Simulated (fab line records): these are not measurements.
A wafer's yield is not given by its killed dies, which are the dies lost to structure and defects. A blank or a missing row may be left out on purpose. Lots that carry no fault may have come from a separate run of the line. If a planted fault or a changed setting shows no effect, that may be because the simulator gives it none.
fab line records + flow n5-finfet
record:
- lots: 7
- wafers: 21
- last-day: 15
route steps=1938 shown START@1 ZERO_LAYER@2
lots with no fault: from the same line, run without faults
start-h: start of the lot's first displayed wafer, in hours after the record's first day + wait-h: how many hours have passed since the lot's step before this one + " the same as in the row above + L1.1+2: several wafers, shown together as one row + - no value present, or no start provided + * or withheld: withheld + < > ~ a bound
route shown NAME@n: NAME is a module with steps in the file, n the number in the route of the first one + usual: the fault-free wafers' mean and standard deviation + same: alike in all rows + chamber/n: place in a boat + sites: per-site readings + _std_site: the standard deviation of these + _edge_site: inner sites' mean taken away from outer sites' mean + radius-mm: for every site, how far away it sits from the centre of the wafer + mask NAME#n: copy n + behind: tool/chamber where the wafer was last shaped + hold: cause of the lot's hold/its duration in hours/its outcome + device: transistor that didn't switch, given as n, p or np + end of line: tests run on the same wafers once the route is complete + where a step has no rows: the recipe by itself + killed: not the wafer's yield, but the dies lost to structure and defects at the first sort + map: per-die view of a wafer (x killed, . not killed, _ where there is no die)
set.NAME: setting as actually run; set.NAME@STEP: the setting as run at that earlier step + model.NAME: the simulator's own value behind a step, which no gauge read
a table for each step, a row for each wafer; lots at some steps of the route
services: the hour from which a tool's chamber was out of use, counted from the record's first day as start-h (under 0 if before that day), plus the number of hours and why
== steps ==
step: N5_START_INSPECT_01
recipe:
- inspect-instrument: unpatterned-scan
- mode: incoming
usual:
- raw-defect-count: 5.1/2.3
| lot.wafer | tool              | chamber | start-h | wait-h | raw-defect-count |
|-----------|-------------------|---------|---------|--------|------------------|
| L901.1    | defect-inspect-01 | -       | 18.03   | -      | 4                |
| L901.3    | "                 | -       | "       | "      | 4                |
| L901.5    | "                 | -       | "       | "      | 4                |
| L907.1    | defect-inspect-02 | -       | 54.03   | -      | 3                |
| L907.3    | "                 | -       | "       | "      | 7                |
| L907.5    | "                 | -       | "       | "      | 5                |
| L911.2    | defect-inspect-01 | -       | 78.03   | -      | 6                |
| L911.4    | "                 | -       | "       | "      | 0                |
| L911.5    | "                 | -       | "       | "      | 10               |
| L912.3    | defect-inspect-01 | -       | 84.03   | -      | 7                |
| L912.4    | "                 | -       | "       | "      | 7                |
| L912.6    | "                 | -       | "       | "      | 5                |
| L913.2    | defect-inspect-01 | -       | 90.03   | -      | 10               |
| L913.3    | "                 | -       | "       | "      | 7                |
| L913.5    | "                 | -       | "       | "      | 3                |
| L914.2    | defect-inspect-01 | -       | 96.03   | -      | 5                |
| L914.4    | "                 | -       | "       | "      | 7                |
| L914.5    | "                 | -       | "       | "      | 5                |
| L916.1    | defect-inspect-02 | -       | 108.03  | -      | 7                |
| L916.3    | "                 | -       | "       | "      | 2                |
| L916.4    | "                 | -       | "       | "      | 2                |
step: N5_ZERO_LAYER_PRECLEAN_00
recipe:
- chemistry: SPM
- time-s: 600
- temp-c: 120
- mix: 4:1
step: N5_ZERO_LAYER_SRD_01
recipe:
- time-s: 30
- temp-c: 23
- rinse-liquid: diw
- dry: n2-spin
- spin-rpm: 1500
- dry-time-s: 30
step: N5_ZERO_LAYER_PECVD_02
recipe:
- material: SiO2
- target-thk-a: 100
- temp-c: 400
- precursor: SiH4/N2O
- pressure-torr: 0.75
- rf-w: 275
- time-s: 6
usual:
- heater-power-w: 791/120
- showerhead-plenum-p-Torr: 8.12/0.089
| lot.wafer | tool     | chamber | start-h | wait-h | heater-power-w | showerhead-plenum-p-Torr | model.SiO2_of_ZERO_LAYER_PECVD_02.thk-nm |
|-----------|----------|---------|---------|--------|----------------|--------------------------|------------------------------------------|
| L901.1    | pecvd-01 | 0       | 18.28   | 0.0    | 766            | 8.08                     | 9.793                                    |
| L901.3    | "        | 0       | "       | "      | 776            | 8.09                     | 9.943                                    |
| L901.5    | "        | 1       | "       | "      | 776            | 8.13                     | 9.837                                    |
| L907.1    | pecvd-04 | 2       | 54.30   | 0.0    | 766            | 8.25                     | 9.888                                    |
| L907.3    | "        | 1       | "       | "      | 609            | 7.96                     | 9.924                                    |
| L907.5    | "        | 2       | "       | "      | 776            | 8.25                     | 10                                       |
| L911.2    | pecvd-04 | 0       | 78.45   | 0.0    | 945            | 8.14                     | 6.066                                    |
| L911.4    | "        | 0       | "       | "      | 957            | 8.13                     | 9.65                                     |
| L911.5    | "        | 1       | "       | "      | 533            | 7.97                     | 9.848                                    |
| L912.3    | pecvd-04 | 0       | 84.30   | 0.0    | 988            | 8.13                     | 6.255                                    |
| L912.4    | "        | 1       | "       | "      | 625            | 7.97                     | 9.916                                    |
| L912.6    | "        | 0       | "       | "      | 966            | 8.10                     | 9.785                                    |
| L913.2    | pecvd-04 | 1       | 90.30   | 0.0    | 627            | 7.95                     | 6.002                                    |
| L913.3    | "        | 2       | "       | "      | 817            | 8.28                     | 6.078                                    |
| L913.5    | "        | 1       | "       | "      | 616            | 7.97                     | 9.789                                    |
| L914.2    | pecvd-02 | 0       | 96.28   | 0.0    | 765            | 8.15                     | 9.945                                    |
| L914.4    | "        | 0       | "       | "      | 780            | 8.18                     | 10.3                                     |
| L914.5    | "        | 1       | "       | "      | 858            | 8.10                     | 10.32                                    |
| L916.1    | pecvd-01 | 0       | 108.28  | 0.0    | 850            | 8.06                     | 9.898                                    |
| L916.3    | "        | 2       | "       | "      | 855            | 8.10                     | 10.35                                    |
| L916.4    | "        | 1       | "       | "      | 750            | 8.16                     | 9.913                                    |
step: N5_ZERO_LAYER_HMDS_04
recipe:
- time-s: 60
- temp-c: 120
== services ==
| tool     | chamber | start-h | hours | kind           |
|----------|---------|---------|-------|----------------|
| pecvd-01 | 0       | 11.12   | 5.5   | scheduled-down |
| pecvd-01 | 2       | 16.58   | 16.5  | scheduled-down |
| pecvd-04 | 2       | 18.92   | 5.5   | scheduled-down |
| pecvd-02 | 2       | 20.37   | 5.5   | scheduled-down |
| pecvd-01 | 0       | 34.81   | 5.9   | repair         |
| pecvd-02 | 1       | 65.95   | 2.1   | scheduled-down |
| pecvd-01 | 0       | 74.77   | 2.1   | scheduled-down |
| pecvd-01 | 1       | 96.39   | 5.5   | scheduled-down |
== key ==
first-sign none at tools or gauges
model-effect:
- step: N5_ZERO_LAYER_PECVD_02
- value: SiO2_of_ZERO_LAYER_PECVD_02.thk-nm
- without: 9.692
- struck: 6.1
met-at N5_ZERO_LAYER_PECVD_02
struck-wafers L911.2,L912.3,L913.2,L913.3
tester-left-out L911,L912,L913
baseline-loss:
- step: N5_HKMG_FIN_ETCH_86
- wafers: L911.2
onset-between 54.30 78.45
fault:
- kind: process-parameter-drift
- tool: pecvd-04
- chamber: -
- onset-h: 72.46
- steps: N5_ZERO_LAYER_PECVD_02
- channel: time-s
- offset: *
- shape: step
- end-h: 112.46
- scope: struck-wafers-only
- acts-in: *
- stated: *
tester-left-out: of these lots the tester's yield and bins aren't shown, on N5 and GAA mostly nor the transistor test; their killed dies are dies lost to structure and defects alone, not to doping, threshold or leakage, so they don't give the yield
baseline-loss: these wafers lose ten dies or more at that step, a loss of the line's own and not of a fault; the sort's usual values leave them out
